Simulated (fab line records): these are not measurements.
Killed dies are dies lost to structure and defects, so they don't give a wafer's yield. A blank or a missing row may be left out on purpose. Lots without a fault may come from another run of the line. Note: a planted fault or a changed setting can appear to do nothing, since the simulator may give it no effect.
Split-lot experiment + flow n5_finfet + on a route of 1938 steps: 7 lots, 21 wafers read

ABOUT THE SPLIT
At N5_BEOL_M4_COAT_61 (time 60 s, resist thk 60 nm), the setting spin_rpm was moved away from the recipe's 1500 rpm on 9 of the 21 wafers read, by -9.4% to +9.7%. The other wafers ran this setting at the recipe's value.

FROM THE SPLIT TO THE READING: what the file shows between them, 3 steps
- N5_BEOL_M4_DESCUM_16: chemistry O2, time 7 s (also split here: time_s)
- N5_BEOL_M4_ETCH_74: etches underlayer in N2/H2, target depth 6.5 nm, time 5.2 s
- N5_BEOL_M4_ETCH_63: etches SiARC in CF4, target depth 15.6 nm, time 26 s

THE READING
etch.depth_nm (the simulator's own value, which no gauge read), in nm, at N5_BEOL_M4_ETCH_64 (etches SOC in N2/H2, target depth 75 nm, overetch 22.5 nm, time 121.9 s). There is no usual value for it anywhere in the file. Across the 12 wafers here that went through the recipe, the average is 60.00 nm and the standard deviation 0.17 nm.

| wafer  | tool, chamber at the split | spin_rpm as run, rpm | against the recipe | etch.depth_nm, nm | against lot-mates on the recipe |
|--------|----------------------------|----------------------|--------------------|-------------------|---------------------------------|
| L074.1 | litho_track-02, 0          | 1409                 | -6.1%              | 61.71             | +2.10                           |
| L074.3 | litho_track-02, 0          | 1409                 | -6.1%              | 61.62             | +2.01                           |
| L074.5 | litho_track-02, 0          | 1500                 | recipe             | 59.61             | -                               |
| L077.3 | litho_track-04, 0          | 1543                 | +2.9%              | 59.2              | -0.77                           |
| L077.4 | litho_track-04, 0          | 1500                 | recipe             | 59.82             | -                               |
| L077.6 | litho_track-04, 0          | 1500                 | recipe             | 60.13             | -                               |
| L080.2 | litho_track-02, 0          | 1500                 | recipe             | 60.17             | -                               |
| L080.4 | litho_track-02, 0          | 1500                 | recipe             | 60.14             | -                               |
| L080.6 | litho_track-02, 0          | 1500                 | recipe             | 60.05             | -                               |
| L082.1 | litho_track-02, 0          | 1500                 | recipe             | 60.11             | -                               |
| L082.2 | litho_track-02, 0          | 1500                 | recipe             | 60.03             | -                               |
| L082.6 | litho_track-02, 0          | 1640                 | +9.3%              | 57.48             | -2.59                           |
| L084.2 | litho_track-04, 0          | 1500                 | recipe             | 59.83             | -                               |
| L084.4 | litho_track-04, 0          | 1421                 | -5.3%              | 61.77             | +1.94                           |
| L084.6 | litho_track-04, 0          | 1421                 | -5.3%              | 61.57             | +1.74                           |
| L091.2 | litho_track-02, 0          | 1500                 | recipe             | 60.05             | -                               |
| L091.3 | litho_track-02, 0          | 1500                 | recipe             | 60.2              | -                               |
| L091.4 | litho_track-02, 0          | 1646                 | +9.7%              | 57.37             | -2.76                           |
| L094.1 | litho_track-02, 0          | 1500                 | recipe             | 59.86             | -                               |
| L094.2 | litho_track-02, 0          | 1359                 | -9.4%              | 63.25             | +3.39                           |
| L094.3 | litho_track-02, 0          | 1359                 | -9.4%              | 63                | +3.14                           |

THE FIT
A straight line over all 21 wafers: etch.depth_nm changes by -0.296 nm for each +1% of spin_rpm; r = -0.99; the points scatter about the line by 0.2 nm.
The same after taking each lot's own level away (the mean of its wafers on the recipe; 21 wafers): -0.317 nm for each +1%; r = -1.00; scatter 0.15 nm.
Per that fit: largest spin_rpm move, reading shift of 3.1 nm.
The lots' own levels span 59.610 to 60.125 nm, that is 3.0 times the standard deviation above.
Consequently the slope shifts little with the lot-to-lot level, the two slopes agreeing.
Check: with one of the wafers moved furthest among these (+9.7%) left out of the fit, the line predicts -3.08 nm for it against its lot-mates. Against them it came out at -2.76 nm.

ADDITIONAL SPLITS CARRIED BY THESE WAFERS
These wafers also went through other splits before the reading. Each is held against what the fit with the lots' levels taken away leaves over:
| other split on the same wafers    | wafers away from the commonest value | r with etch.depth_nm (lot level and that fit taken away) |
|-----------------------------------|--------------------------------------|----------------------------------------------------------|
| N5_BEOL_M0_SAQP_PEB_12 peb_time_s | 6                                    | +0.06                                                    |
| N5_BEOL_M0_ETCH_109 bias_w        | 6                                    | +0.05                                                    |
| N5_BEOL_M2_TRENCH_ETCH_37 bias_w  | 11                                   | -0.05                                                    |
| N5_BEOL_M3_EXPOSE_08 dose_mj      | 8                                    | +0.25                                                    |
| N5_BEOL_M4_DESCUM_16 time_s       | 7                                    | +0.31                                                    |

THE WHOLE CHAIN: every reading that the file lists as answering this split, in the file's order
| step               | what it does                                                            | reading                                                                        | change (the file's fit)               | r (the file's) |
|--------------------|-------------------------------------------------------------------------|--------------------------------------------------------------------------------|---------------------------------------|----------------|
| N5_BEOL_M4_COAT_61 | time 60 s, resist thk 60 nm                                             | SOC_of_BEOL_M4_COAT_61.thk_nm (the simulator's own value, which no gauge read) | -0.314 nm for each +1% of the setting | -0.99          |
| N5_BEOL_M4_ETCH_64 | etches SOC in N2/H2, target depth 75 nm, overetch 22.5 nm, time 121.9 s | etch.depth_nm (the simulator's own value, which no gauge read)                 | -0.309 nm for each +1% of the setting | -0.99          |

THE FILE'S OWN FIT
etch.depth_nm changes by -0.309 nm for each +1% of spin_rpm, r = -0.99.
